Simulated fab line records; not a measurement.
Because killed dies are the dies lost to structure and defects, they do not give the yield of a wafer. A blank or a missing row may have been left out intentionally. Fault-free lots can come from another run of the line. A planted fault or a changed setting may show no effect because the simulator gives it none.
fab line records	flow n5-finfet
record: lots: 10	wafers: 30	last-day: 18
route steps=1938 shown BEOL_M4@1111 BEOL_M12@1622 PASSIVATION@1936
lots that met no fault: from a run of the same line without faults
start-h: hours from the record's opening day to when the first of the lot's shown wafers began	wait-h: how many hours have passed since the lot's step before this one	" repeats the value in the row above	L1.1+2: one row covering several wafers at once	- value missing, or start not given	* or withheld: withheld	< > ~ a bound
route shown NAME@n: a module of which the file shows steps, and the number in the route of the first	usual: mean and standard deviation over wafers with no fault	same: alike in all rows	chamber/n: place in a boat	sites: readings site by site	_std_site: standard deviation of those values	_edge_site: mean of outer sites minus mean of inner sites	radius-mm: how far each site lies from the wafer's centre	mask NAME#n: copy n	behind: the most recent tool/chamber to have shaped the wafer	hold: why the lot was held/for how many hours/how that ended	device: whichever transistor did not switch (one of n, p or np)	end of line: at the end of the route, the tests of the same wafers	for a step that has no rows: nothing shown but its recipe	killed: not the wafer's yield, but the dies lost to structure and defects at the first sort	map: a wafer's dies, marking killed ones x, the rest . and places with no die _
set.NAME: the setting as run; set.NAME@STEP: as run at that earlier step	model.NAME: the simulator's own value behind a step, which no gauge read
a sample of lots followed through the steps of the route, with each step as a table and each wafer as a row
services: when a tool's chamber went out of use (start-h, in hours from the record's first day, below 0 if earlier), for how many hours, and the reason
== steps ==
step: N5_BEOL_M4_RC_MEAS_101
usual: DIBL_N: 35.9/1.4	DIBL_P: 35.9/1.7	IOFF_N: 0.160/0.026	IOFF_P: 0.21/0.036	ION_N: 672/11	ION_P: 461/8.1	SS_N: 71.4/0.54	SS_P: 73.2/0.67	VT_N: 249.3/2.7	VT_P: -250/3.9
lot.wafer	tool	chamber	start-h	wait-h	DIBL_N[mV/V]	DIBL_P[mV/V]	IOFF_N[nA/um]	IOFF_P[nA/um]	ION_N[uA/um]	ION_P[uA/um]	SS_N[mV/dec]	SS_P[mV/dec]	VT_N[mV]	VT_P[mV]
L880.2	prober-01	0	192.44	0.2	34.8	34.6	0.127	0.20	660	460	71.4	71.7	253.8	-248
L880.3	"	0	"	"	36.4	37.3	0.172	0.26	683	474	71.5	73.3	250.2	-246
L880.6	"	0	"	"	32.5	32.9	0.114	0.19	669	470	70.7	72.3	250.5	-247
L887.3	prober-02	0	221.33	0.3	35.6	34.3	0.140	0.19	666	456	71.3	72.4	253.3	-252
L887.4	"	0	"	"	35.7	35.1	0.142	0.19	663	457	70.9	72.9	251.2	-250
L887.5	"	0	"	"	36.2	34.6	0.146	0.19	670	462	71.1	72.4	250.4	-250
L886.2	prober-02	0	222.69	0.2	36.4	37.4	0.167	0.19	688	457	70.5	74.0	249.1	-254
L886.3	"	0	"	"	34.8	35.2	0.132	0.16	673	456	71.3	73.0	249.8	-256
L886.6	"	0	"	"	36.5	36.9	0.172	0.20	679	463	70.6	73.3	248.2	-251
L891.2	prober-01	0	250.47	0.2	37.2	37.7	0.182	0.26	679	476	71.4	73.8	245.9	-247
L891.4	"	0	"	"	33.9	32.7	0.125	0.18	672	458	71.0	72.8	253.8	-249
L891.6	"	0	"	"	36.1	35.5	0.163	0.21	674	461	71.4	73.1	249.0	-250
L895.4	prober-02	0	261.40	0.5	37.7	38.0	0.194	0.29	690	478	71.5	73.4	245.4	-244
L895.5	"	0	"	"	38.6	38.5	0.223	0.30	675	467	71.7	74.1	243.9	-244
L895.6	"	0	"	"	36.4	36.7	0.178	0.26	681	474	71.2	72.9	244.9	-244
L894.1	prober-01	0	265.84	0.0	36.9	35.9	0.178	0.21	678	461	72.2	73.9	247.4	-249
L894.2	"	0	"	"	35.4	34.5	0.158	0.20	664	453	72.0	72.6	249.4	-252
L894.6	"	0	"	"	35.4	34.0	0.147	0.18	662	445	71.9	73.1	252.3	-254
L896.1	prober-01	0	276.40	0.0	37.8	38.4	0.207	0.23	679	458	72.8	73.4	246.9	-248
L896.2	"	0	"	"	34.7	34.8	0.137	0.18	658	456	71.4	72.3	250.4	-252
L896.4	"	0	"	"	37.3	38.4	0.178	0.23	672	459	72.2	74.3	245.6	-248
L899.2	prober-02	0	291.75	0.2	40.2	39.1	0.228	0.27	677	468	72.5	74.4	246.0	-248
L899.4	"	0	"	"	35.4	34.9	0.132	0.19	672	462	70.7	72.5	252.0	-254
L899.5	"	0	"	"	37.4	37.0	0.165	0.22	682	465	71.2	73.3	247.7	-249
L898.1	prober-02	0	309.35	0.0	36.1	34.4	0.142	0.15	664	450	70.9	72.8	249.5	-258
L898.3	"	0	"	"	37.1	36.0	0.142	0.17	643	441	71.9	73.1	253.3	-254
L898.6	"	0	"	"	37.0	36.6	0.158	0.18	674	450	71.8	73.2	248.2	-255
L900.1	prober-01	0	309.69	0.0	36.2	37.0	0.186	0.23	670	458	72.1	73.9	245.1	-248
L900.4	"	0	"	"	35.4	37.1	0.171	0.22	690	465	71.6	74.4	248.0	-250
L900.5	"	0	"	"	34.2	34.5	0.136	0.18	660	451	71.1	72.8	251.7	-253
step: N5_BEOL_M12_CD_MEAS_17
recipe: target-cd-nm: 140	polarity: opening
usual: cd-nm: 140.6/1.8
lot.wafer	tool	chamber	start-h	wait-h	cd-nm
L880.2	cd-sem-03	-	252.15	0.0	140.5
L880.3	"	-	"	"	141.0
L880.6	"	-	"	"	139.6
L887.3	cd-sem-01	-	282.69	0.0	138.8
L887.4	"	-	"	"	143.1
L887.5	"	-	"	"	141.5
L886.2	cd-sem-01	-	287.20	0.0	141.9
L886.3	"	-	"	"	143.4
L886.6	"	-	"	"	141.7
L891.2	cd-sem-03	-	313.39	0.0	142.1
L891.4	"	-	"	"	141.7
L891.6	"	-	"	"	141.1
L895.4	cd-sem-01	-	322.94	0.0	139.4
L895.5	"	-	"	"	141.3
L895.6	"	-	"	"	138.4
L894.1	cd-sem-01	-	332.29	0.0	142.4
L894.2	"	-	"	"	138.4
L894.6	"	-	"	"	141.4
L896.1	cd-sem-02	-	339.30	0.0	141.2
L896.2	"	-	"	"	138.8
L896.4	"	-	"	"	142.0
L899.2	cd-sem-01	-	364.11	0.0	138.4
L899.4	"	-	"	"	138.7
L899.5	"	-	"	"	140.8
L900.1	cd-sem-01	-	381.23	0.0	142.8
L900.4	"	-	"	"	139.0
L900.5	"	-	"	"	136.9
L898.1	cd-sem-02	-	384.89	0.0	143.1
L898.3	"	-	"	"	141.6
L898.6	"	-	"	"	142.5
step: N5_BEOL_M12_INSPECT_30
recipe: mode: adi	inspect-instrument: macro
usual: raw-defect-count: 2.3/1.5
lot.wafer	tool	chamber	start-h	wait-h	raw-defect-count
L880.2	defect-inspect-02	-	252.53	0.0	0
L880.3	"	-	"	"	2
L880.6	"	-	"	"	5
L887.3	defect-inspect-01	-	283.08	0.0	1
L887.4	"	-	"	"	3
L887.5	"	-	"	"	1
L886.2	defect-inspect-01	-	287.71	0.0	2
L886.3	"	-	"	"	2
L886.6	"	-	"	"	3
L891.2	defect-inspect-02	-	313.89	0.0	2
L891.4	"	-	"	"	1
L891.6	"	-	"	"	2
L895.4	defect-inspect-02	-	323.32	0.0	0
L895.5	"	-	"	"	2
L895.6	"	-	"	"	2
L894.1	defect-inspect-01	-	332.67	0.0	5
L894.2	"	-	"	"	4
L894.6	"	-	"	"	1
L896.1	defect-inspect-01	-	339.81	0.0	2
L896.2	"	-	"	"	2
L896.4	"	-	"	"	4
L899.2	defect-inspect-01	-	364.49	0.0	1
L899.4	"	-	"	"	0
L899.5	"	-	"	"	2
L900.1	defect-inspect-01	-	381.61	0.0	1
L900.4	"	-	"	"	5
L900.5	"	-	"	"	2
L898.1	defect-inspect-01	-	385.40	0.0	3
L898.3	"	-	"	"	1
L898.6	"	-	"	"	1
step: N5_BEOL_M12_SPUTTER_45
recipe: material: Cu	target-thk-a: 800	temp-c: -20	bias-v: 60	power-w: 26000	chamber-pressure-pa: 0.13	time-s: 13.33
usual: bias-v: 60.0/0.56	chamber-pressure-pa: 0.13001/0.00024	throttle-valve-pct: 30.0/1.5
lot.wafer	tool	chamber	start-h	wait-h	bias-v	chamber-pressure-pa	throttle-valve-pct
L880.2	pvd-sputter-02	-	254.47	0.0	59.2	0.13038	29.1
L880.3	"	-	"	"	59.7	0.12998	31.0
L880.6	"	-	"	"	60.2	0.12999	28.5
L887.3	pvd-sputter-02	-	285.37	0.0	60.1	0.12986	30.7
L887.4	"	-	"	"	59.7	0.12985	32.4
L887.5	"	-	"	"	60.1	0.12991	28.4
L886.2	pvd-sputter-01	-	289.00	0.0	59.6	0.12953	29.2
L886.3	"	-	"	"	60.6	0.12999	29.6
L886.6	"	-	"	"	59.1	0.13001	30.5
L891.2	pvd-sputter-03	-	315.68	0.0	60.0	0.13009	27.7
L891.4	"	-	"	"	59.6	0.12994	31.1
L891.6	"	-	"	"	59.7	0.13007	31.9
L895.4	pvd-sputter-02	-	327.71	0.0	59.9	0.13004	28.4
L895.5	"	-	"	"	60.2	0.1297	28.4
L895.6	"	-	"	"	59.6	0.13025	30.8
L894.1	pvd-sputter-03	-	336.72	0.0	59.7	0.12987	31.0
L894.2	"	-	"	"	59.1	0.13001	27.8
L894.6	"	-	"	"	60.2	0.12999	31.9
L896.1	pvd-sputter-02	-	342.24	0.0	60.1	0.13009	28.8
L896.2	"	-	"	"	59.2	0.12983	31.0
L896.4	"	-	"	"	60.0	0.13011	32.3
L899.2	pvd-sputter-03	-	367.21	0.0	60.1	0.12978	28.4
L899.4	"	-	"	"	60.6	0.13006	31.7
L899.5	"	-	"	"	59.5	0.12967	28.9
L900.1	pvd-sputter-01	-	383.89	0.0	60.1	0.12994	30.5
L900.4	"	-	"	"	59.8	0.12993	29.7
L900.5	"	-	"	"	59.5	0.13015	29.8
L898.1	pvd-sputter-03	-	387.35	0.0	59.5	0.12984	31.8
L898.3	"	-	"	"	60.2	0.13002	30.8
L898.6	"	-	"	"	59.6	0.12982	31.8
step: N5_BEOL_M12_DEP_53
recipe: material: SiCN	target-thk-a: 300	temp-c: withheld	precursor: 3MS/NH3	pressure-torr: 3	rf-w: 675	time-s: 10.5
usual: chamber-pressure-Torr: 3.001/0.0072	rf-fwd-power-W: 664/3.3	showerhead-plenum-p-Torr: 4.151/0.022	throttle-valve-pct: 18.2/0.57
lot.wafer	tool	chamber	start-h	wait-h	chamber-pressure-Torr	rf-fwd-power-W	showerhead-plenum-p-Torr	since-wet-clean-h	throttle-valve-pct
L880.2	pecvd-04	0	255.39	0.0	2.994	662	4.151	778	18.7
L880.3	"	2	"	"	3.008	663	4.123	467	18.5
L880.6	"	1	"	"	3.007	658	4.140	-	17.9
L887.3	pecvd-01	0	286.28	0.0	-	-	-	-	-
L887.4	"	1	"	"	-	-	-	-	-
L887.5	"	2	"	"	-	-	-	-	-
L886.2	pecvd-02	1	289.91	0.0	-	-	-	-	-
L886.3	"	0	"	"	-	-	-	-	-
L886.6	"	1	"	"	-	-	-	-	-
L891.2	pecvd-02	0	316.61	0.0	2.998	666	4.159	1020	18.5
L891.4	"	2	"	"	3.003	671	4.157	-	17.4
L891.6	"	1	"	"	3.000	669	4.180	-	18.4
L895.4	pecvd-02	1	328.81	0.0	3.004	664	4.181	-	18.3
L895.5	"	0	"	"	3.006	664	4.170	-	18.3
L895.6	"	2	"	"	2.999	667	4.163	-	17.2
L894.1	pecvd-04	1	337.92	0.0	2.997	661	4.136	485	17.7
L894.2	"	2	"	"	2.998	662	4.114	549	18.6
L894.6	"	2	"	"	2.997	661	4.118	-	19.2
L896.1	pecvd-04	2	350.58	0.0	3.005	664	4.120	562	19.2
L896.2	"	1	"	"	3.000	660	4.136	497	17.5
L896.4	"	0	"	"	2.998	666	4.160	-	18.8
L899.2	pecvd-01	0	368.15	0.0	2.993	664	4.140	1253	18.6
L899.4	"	0	"	"	3.008	666	4.153	-	18.5
L899.5	"	2	"	"	2.996	663	4.176	-	18.0
L900.1	pecvd-02	2	385.07	0.0	3.006	669	4.155	335	17.3
L900.4	"	0	"	"	3.000	665	4.170	-	18.6
L900.5	"	2	"	"	3.007	666	4.162	-	17.5
L898.1	pecvd-02	0	388.65	0.0	3.006	664	4.170	1093	18.2
L898.3	"	2	"	"	3.007	667	4.145	339	17.2
L898.6	"	1	"	"	2.992	666	4.189	-	18.2
step: N5_PASSIVATION_PROBE_49
usual: defect-limited-yield: 90.9/1.5	killed_at_M0_to_M3: 35/10	killed_at_M4_up: 14/5.2	killed-at-contacts: 13/7.3	killed-at-front-end: 42/12	killed-at-other: 3.4/2.5	killed-dies: 108/18	killed-on-rim: 14/4.2	killed-open: 70/13	killed-short: 35/8	sort_bin_5_function: 5.4/1	sort_bin_6_memory: 3.4/0.71	sort_bin_8_speed: 0.00/0.0099	sort-n-pass: 1072/18	sort-yield-pct: 90.9/1.5
same: gross-dies: 1180	killed-at-back-side: 0	sort_bin_4_leakage[%]: 0
lot.wafer	tool	chamber	start-h	wait-h	defect-limited-yield[%]	killed_at_M0_to_M3	killed_at_M4_up	killed-at-contacts	killed-at-front-end	killed-at-other	killed-dies	killed-on-rim	killed-open	killed-short	sort_bin_5_function[%]	sort_bin_6_memory[%]	sort_bin_8_speed[%]	sort-n-pass	sort-yield-pct[%]
L880.2	prober-01	-	294.16	0.1	92.0	38	13	6	28	9	94	8	58	28	4.9	2.5	0	1086	92.0
L880.3	prober-01	-	294.21	0.1	92.2	38	13	18	22	1	92	20	60	28	4.5	3.1	0	1088	92.2
L880.6	prober-01	-	294.36	0.3	92.5	32	11	19	25	2	89	11	58	29	4.1	2.9	0	1091	92.5
L887.3	prober-01	-	317.58	0.1	0	41	1060	19	56	4	1180	152	85	41	95.2	4.7	0	0	0
L887.4	prober-01	-	317.63	0.2	0	34	1092	14	39	1	1180	152	61	39	96.4	3.2	0	0	0
L887.5	prober-01	-	317.68	0.2	0	43	1071	20	45	1	1180	152	83	39	94.9	4.7	0	0	0
L886.2	prober-02	-	325.42	0.1	0	42	1089	16	31	2	1180	152	57	44	96.3	3.5	0	0	0
L886.3	prober-02	-	325.47	0.1	0	57	1059	26	34	4	1180	152	93	47	95.8	4.2	0	0	0
L886.6	prober-02	-	325.62	0.3	0	42	1073	11	46	8	1180	152	66	49	96.4	3.2	0	0	0
L895.4	prober-02	-	367.17	0.2	91.4	31	10	18	42	0	101	19	63	36	4.8	3.6	0	1079	91.4
L895.5	prober-02	-	367.22	0.2	90.7	55	16	5	34	0	110	14	62	45	6.2	2.7	0	1070	90.7
L895.6	prober-02	-	367.27	0.3	91.5	32	17	8	39	4	100	13	73	26	5.2	3.1	0	1080	91.5
L894.1	prober-02	-	376.57	0.0	89.1	48	25	11	39	6	129	12	86	43	6.2	4.1	0	1051	89.1
L894.2	prober-02	-	376.62	0.1	90.9	39	14	19	32	3	107	13	77	29	5.3	3.4	0	1073	90.9
L894.6	prober-02	-	376.82	0.3	90.3	53	14	14	32	2	115	12	71	43	5.8	3.3	0	1065	90.3
L896.1	prober-02	-	381.99	0.0	91.2	33	11	10	44	6	104	20	81	22	5.3	3.1	0	1076	91.2
L896.2	prober-02	-	382.04	0.1	92.9	32	10	14	26	2	84	9	58	25	4.6	2.5	0	1096	92.9
L896.4	prober-02	-	382.14	0.2	91.4	30	20	10	40	2	102	11	62	38	5.3	3.2	0	1078	91.4
L899.2	prober-01	-	404.13	0.1	92.3	22	9	13	45	2	91	13	64	26	4.1	3.3	0	1089	92.3
L899.4	prober-01	-	404.23	0.2	93.9	18	14	18	21	1	72	11	47	23	3.5	2.5	0	1108	93.9
L899.5	prober-01	-	404.28	0.2	90.5	24	13	26	48	1	112	13	70	39	5.2	4.0	0	1068	90.5
L900.5	prober-01	-	418.07	0.2	89.7	35	11	22	47	6	121	18	85	36	6.2	3.6	0	1059	89.7
killed by level:class
L880.2 BEOL_M0_SAQP:geometric-particle:open=9 STI_FIN_REVEAL:geometric-particle:open=7 BEOL_M3:geometric-particle:open=6 PASS1_CAP:geometric-particle:short=6 FIN_SAQP:geometric-particle:open=5 MOL_CONTACT_COAG:geometric-particle:open=5 BEOL_M0:geometric-particle:open=5 BEOL_M1:geometric-particle:open=4
L880.3 MOL_CONTACT_COAG:geometric-particle:open=13 BEOL_M1:geometric-particle:open=9 FIN_SAQP:geometric-particle:open=6 BEOL_M1:geometric-particle:short=5 BEOL_M3:geometric-particle:open=5 MOL_CONTACT_COAG:geometric-particle:short=4 BEOL_M0_SAQP:geometric-particle:short=4 BEOL_M0:geometric-particle:open=4
L880.6 MOL_CONTACT_COAG:geometric-particle:open=17 BEOL_M3:geometric-particle:open=11 FIN_SAQP:geometric-particle:open=9 BEOL_M1:geometric-particle:open=5 BEOL_M0_SAQP:geometric-particle:short=4 BEOL_M1:geometric-particle:short=4 BEOL_M4:geometric-particle:open=4 FIN_SAQP:geometric-particle:short=3
L887.3 BEOL_M12:area-dep=1054 STI_FIN_REVEAL:geometric-particle:open=27 MOL_CONTACT_COAG:geometric-particle:open=14 BEOL_M0_SAQP:geometric-particle:short=11 BEOL_M3:geometric-particle:open=8 GATE_CUT:geometric-particle:short=8 BEOL_M0_SAQP:geometric-particle:open=7 FIN_SAQP:geometric-particle:open=6
L887.4 BEOL_M12:area-dep=1079 MOL_CONTACT_COAG:geometric-particle:open=13 BEOL_M0_SAQP:geometric-particle:short=10 BEOL_M0_SAQP:geometric-particle:open=9 STI_FIN_REVEAL:geometric-particle:open=6 GATE_CUT:geometric-particle:short=6 FIN_SAQP:geometric-particle:open=5 STI_FIN_REVEAL:geometric-particle:short=4
L887.5 BEOL_M12:area-dep=1058 MOL_CONTACT_COAG:geometric-particle:open=18 BEOL_M0_SAQP:geometric-particle:short=14 BEOL_M0_SAQP:geometric-particle:open=13 STI_FIN_REVEAL:geometric-particle:open=12 GATE_CUT:geometric-particle:short=8 FIN_SAQP:geometric-particle:open=6 STARTING-WAFER:geometric-particle:open=6
L886.2 BEOL_M12:area-dep=1078 FIN_SAQP:geometric-particle:short=17 MOL_CONTACT_COAG:geometric-particle:open=12 BEOL_M0_SAQP:geometric-particle:open=12 BEOL_M0_SAQP:geometric-particle:short=9 FIN_SAQP:geometric-particle:open=7 BEOL_M1:geometric-particle:open=6 BEOL_M4:geometric-particle:open=6
L886.3 BEOL_M12:area-dep=1038 MOL_CONTACT_COAG:geometric-particle:open=19 FIN_SAQP:geometric-particle:short=13 BEOL_M1:geometric-particle:open=13 BEOL_M4:geometric-particle:open=10 BEOL_M0_SAQP:geometric-particle:short=9 BEOL_M0_SAQP:geometric-particle:open=8 BEOL_M3:geometric-particle:open=8
L886.6 BEOL_M12:area-dep=1065 FIN_SAQP:geometric-particle:short=14 FIN_SAQP:geometric-particle:open=11 BEOL_M0_SAQP:geometric-particle:short=11 BEOL_M3:geometric-particle:open=10 MOL_CONTACT_COAG:geometric-particle:open=8 BEOL_M0_SAQP:geometric-particle:open=6 BEOL_M1:geometric-particle:open=5
L895.4 FIN_SAQP:geometric-particle:open=15 MOL_CONTACT_COAG:geometric-particle:open=13 BEOL_M0_SAQP:geometric-particle:short=8 BEOL_M0_SAQP:geometric-particle:open=8 FIN_SAQP:geometric-particle:short=5 DUMMY_GATE:geometric-particle:open=5 MOL_CONTACT_COAG:geometric-particle:short=5 BEOL_M2:geometric-particle:short=5
L895.5 BEOL_M0_SAQP:geometric-particle:open=15 BEOL_M0_SAQP:geometric-particle:short=11 FIN_SAQP:geometric-particle:short=8 BEOL_M2:geometric-particle:open=8 BEOL_M0:geometric-particle:open=7 DUMMY_GATE:geometric-particle:open=6 DUMMY_GATE:geometric-particle:short=5 BEOL_M2:geometric-particle:short=5
L895.6 FIN_SAQP:geometric-particle:open=15 BEOL_M2:geometric-particle:open=9 BEOL_M4:geometric-particle:open=7 MOL_CONTACT_COAG:geometric-particle:open=6 BEOL_M0:geometric-particle:open=6 STARTING-WAFER:geometric-particle:open=6 FIN_SAQP:geometric-particle:short=5 BEOL_M0_SAQP:geometric-particle:short=5
L894.1 BEOL_M4:geometric-particle:open=22 BEOL_M0_SAQP:geometric-particle:short=12 BEOL_M1:geometric-particle:open=11 STI_FIN_REVEAL:geometric-particle:open=10 BEOL_M0_SAQP:geometric-particle:open=9 MOL_CONTACT_COAG:geometric-particle:open=7 DUMMY_GATE:geometric-particle:open=5 BEOL_M3:geometric-particle:open=5
L894.2 MOL_CONTACT_COAG:geometric-particle:open=12 BEOL_M4:geometric-particle:open=12 BEOL_M0_SAQP:geometric-particle:open=10 BEOL_M1:geometric-particle:open=9 FIN_SAQP:geometric-particle:open=8 MOL_CONTACT_COAG:geometric-particle:short=6 BEOL_M0_SAQP:geometric-particle:short=6 FIN_SAQP:geometric-particle:short=5
L894.6 BEOL_M0_SAQP:geometric-particle:open=15 BEOL_M0_SAQP:geometric-particle:short=14 MOL_CONTACT_COAG:geometric-particle:open=10 BEOL_M2:geometric-particle:open=9 FIN_SAQP:geometric-particle:open=8 BEOL_M1:geometric-particle:open=6 BEOL_M4:geometric-particle:open=6 FIN_SAQP:geometric-particle:short=5
L896.1 FIN_SAQP:geometric-particle:open=10 MOL_CONTACT_COAG:geometric-particle:open=10 BEOL_M1:geometric-particle:open=9 STI_FIN_REVEAL:geometric-particle:open=8 DUMMY_GATE:geometric-particle:open=6 GATE_CUT:geometric-particle:short=6 BEOL_M0_SAQP:geometric-particle:open=6 BEOL_M2:geometric-particle:open=5
L896.2 MOL_CONTACT_COAG:geometric-particle:open=11 BEOL_M2:geometric-particle:open=8 BEOL_M3:geometric-particle:open=7 FIN_SAQP:geometric-particle:short=5 GATE_CUT:geometric-particle:open=5 BEOL_M0:geometric-particle:open=5 BEOL_M4:geometric-particle:open=5 BEOL_M1:geometric-particle:open=4
L896.4 MOL_CONTACT_COAG:geometric-particle:open=8 GATE_CUT:geometric-particle:short=7 BEOL_M5:geometric-particle:open=6 FIN_SAQP:geometric-particle:short=5 STI_FIN_REVEAL:geometric-particle:open=5 DUMMY_GATE:geometric-particle:open=5 STARTING-WAFER:geometric-particle:short=5 BEOL_M1:geometric-particle:open=4
L899.2 MOL_CONTACT_COAG:geometric-particle:open=11 FIN_SAQP:geometric-particle:open=8 GATE_CUT:geometric-particle:short=7 STI_FIN_REVEAL:geometric-particle:open=6 BEOL_M0_SAQP:geometric-particle:open=6 BEOL_M3:geometric-particle:open=6 ILD0:geometric-particle:open=5 GATE_CUT:geometric-particle:open=5
L899.4 MOL_CONTACT_COAG:geometric-particle:open=12 MOL_CONTACT_COAG:geometric-particle:short=6 STI_FIN_REVEAL:geometric-particle:open=5 BEOL_M2:geometric-particle:open=4 BEOL_M4:geometric-particle:open=4 FIN_SAQP:geometric-particle:short=3 BEOL_M8:geometric-particle:open=3 BEOL_M1:geometric-particle:open=3
L899.5 MOL_CONTACT_COAG:geometric-particle:open=17 STI_FIN_REVEAL:geometric-particle:open=14 MOL_CONTACT_COAG:geometric-particle:short=9 BEOL_M3:geometric-particle:open=9 FIN_SAQP:geometric-particle:short=6 BEOL_M2:geometric-particle:open=6 FIN_SAQP:geometric-particle:open=5 DUMMY_GATE:geometric-particle:short=5
L900.5 FIN_SAQP:geometric-particle:open=17 MOL_CONTACT_COAG:geometric-particle:open=15 FIN_SAQP:geometric-particle:short=13 STI_FIN_REVEAL:geometric-particle:open=9 BEOL_M2:geometric-particle:open=9 BEOL_M0_SAQP:geometric-particle:open=8 MOL_CONTACT_COAG:geometric-particle:short=7 BEOL_M4:geometric-particle:open=7
== services ==
tool	chamber	start-h	hours	kind
pecvd-02	1	234.64	2.1	scheduled-down
pecvd-01	0	270.45	-	calibration
pecvd-01	-	294.03	5.5	pm
pvd-sputter-01	-	297.03	20.4	repair
pvd-sputter-02	-	335.00	4.1	repair
pecvd-01	0	336.36	2.1	scheduled-down
pecvd-01	-	343.79	2.8	pm
pecvd-01	1	357.02	16.5	scheduled-down
pecvd-02	-	367.90	1.0	repair
== key ==
first-sign: step: N5_BEOL_M12_DEP_53	reading: tool-record	direction: missing
effect: step: N5_PASSIVATION_PROBE_49	reading: killed_at_M4_up	direction: up	sigmas: 99+	usual: 14	struck: 1074
more-kills-born-at: N5_BEOL_M12_DEP_53@pecvd-01: 3191	N5_BEOL_M12_DEP_53@pecvd-02: 3181
met-at N5_BEOL_M12_DEP_53
struck-lots L886,L887
later-rows-left-out L886.2,L886.3,L886.6,L887.3,L887.4,L887.5
not-acting-at N5_BEOL_M12_CD_MEAS_17,N5_BEOL_M12_INSPECT_30,N5_BEOL_M12_SPUTTER_45
fault: kind: skipped-step-whole	tool: pecvd-01,pecvd-02	chamber: -	onset-h: 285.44	steps: N5_BEOL_M12_DEP_53	scope: struck-lots-only
later-rows-left-out: the simulator's readings of these wafers behind a module that went badly wrong aren't trusted and aren't shown, but for the sort
